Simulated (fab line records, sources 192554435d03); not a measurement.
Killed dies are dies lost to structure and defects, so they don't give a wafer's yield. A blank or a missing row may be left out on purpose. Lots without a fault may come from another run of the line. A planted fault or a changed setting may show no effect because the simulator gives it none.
Problem report in the 8D (eight disciplines) form, filled by code | flow n5_finfet | the parts of the form that need people (team, actions taken, sign-off) are left out

1. THE PROBLEM
VT_N_LONG at N5_BEOL_M4_RC_MEAS_101 reads a mean of 284.7 mV on 1 wafer of 1 lot; wafers without a fault read 275.1 mV with a standard deviation of 2.2. That is +4.4 standard deviations from the usual mean.
First seen on wafer L441.3, day 11 12:53, on prober-01. The record holds 26 wafers of 9 lots with a number at this step. Rule for "out", or "out of limits": more than 4 standard deviations from the usual mean. The other wafers with a number count as sound.

2. WHAT IT IS AND WHAT IT IS NOT
question                    | is                | is not
which readings at this step | VT_N_LONG         | DIBL_N, DIBL_P, IOFF_P, ION_N, ION_P, SS_N, SS_P, VT_P
which lots                  | L441              | L431, L433, L435, L443, L445, L448, L451, L452
which wafers of those lots  | L441.3            | L441.1, L441.4
read on which gauges        | prober-01         | prober-02
when                        | from day 11 12:53 | up to then (11 sound wafers); but 14 sound wafers of L443, L445, L448, L451, L452 came after

3. SUSPECTS, AND WHAT RULES EACH OUT
Counting: a tool at a process step up to the reading stays a suspect if it ran every lot that is out. Sound lots after the first of them don't rule it out here, since some wafers of a struck lot are sound.
- the gauge at N5_BEOL_M4_RC_MEAS_101: kept. All the wafers that are out were read on prober-01, and no step on other tools shows them out.
- rie_diel-06 at N5_HKMG_FIN_ETCH_31 (etches SiARC in CF4, target depth 45.5 nm, time 75.8 s): kept. It ran the lot that is out, L441 (day 7 10:01); its last sound lot up to then is L435 (day 5 16:55).
- rie_diel-06 at N5_HKMG_FIN_STRIP_92 (strips SOC in N2/H2, time 20 s): kept. It ran the lot that is out, L441 (day 7 10:26); its last sound lot up to then is L435 (day 5 17:20).
- wet_bench-02 at N5_HKMG_FIN_WET_ETCH_18 (etches TiN in SC1, time 55 s, target depth 5.2 nm, rinse time 30 s): kept. It ran the lot that is out, L441 (day 7 10:31); its last sound lot up to then is L435 (day 5 17:25).
- rie_diel-06 at N5_HKMG_FIN_ETCH_86 (etches SOC in N2/H2, stops on TiN, target depth 393.2 nm): kept. It ran the lot that is out, L441 (day 7 11:26).
- Within rie_diel-06 at N5_HKMG_FIN_ETCH_31: the wafers that are out ran in chamber 1; their sound lot-mates ran in chamber 0.
- Within rie_diel-06 at N5_HKMG_FIN_STRIP_92: the wafers that are out ran in chamber 1; their sound lot-mates ran in chamber 0.
- Within wet_bench-02 at N5_HKMG_FIN_WET_ETCH_18: the wafers that are out ran in chamber 7; their sound lot-mates ran in chambers 4, 5.
Left after counting: rie_diel-06 at N5_HKMG_FIN_ETCH_31, rie_diel-06 at N5_HKMG_FIN_STRIP_92, wet_bench-02 at N5_HKMG_FIN_WET_ETCH_18, rie_diel-06 at N5_HKMG_FIN_ETCH_86, prober-01 at N5_BEOL_M4_RC_MEAS_101.

4. THE CAUSE (what the simulator had put in)
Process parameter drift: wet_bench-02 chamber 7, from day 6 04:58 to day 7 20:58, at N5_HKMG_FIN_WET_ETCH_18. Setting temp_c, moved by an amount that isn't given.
Counting left 5 suspects, and this tool is among them.

5. THE CHAIN OF EFFECTS, in route order
Each row: a reading whose mean over the struck wafers that have a number lies more than 3 standard deviations from the usual. Only readings for which the record gives a usual standard deviation are gone through. hours: the time from each lot's start at the first step in this table that gives one to its start at this step, as a median over the lots. sigmas: the change in usual standard deviations.
hours | step                   | reading     | usual          | on struck wafers | change    | sigmas
0     | N5_BEOL_M4_RC_MEAS_101 | IOFF_N_LONG | 5.53e-05 nA/um | 4.63e-05         | -9.00e-06 | -3.6
0     | N5_BEOL_M4_RC_MEAS_101 | VT_N        | 250 mV         | 261              | +11       | +3.7
0     | N5_BEOL_M4_RC_MEAS_101 | VT_N_LONG   | 275.1 mV       | 284.7            | +9.6      | +4.4
0     | N5_BEOL_M4_RC_MEAS_101 | VT_N_LVT    | 97 mV          | 107              | +10       | +3.0

6. WHAT WOULD HAVE CAUGHT IT SOONER
In this record the first reading out of limits at a measuring or inspecting step was taken at day 11 12:53, 128 hours after the fault began at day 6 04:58.
All the lots that are out (1) had begun N5_HKMG_FIN_WET_ETCH_18 on wet_bench-02 by day 11 12:53. A hold on the tool at that time would have spared none of them.
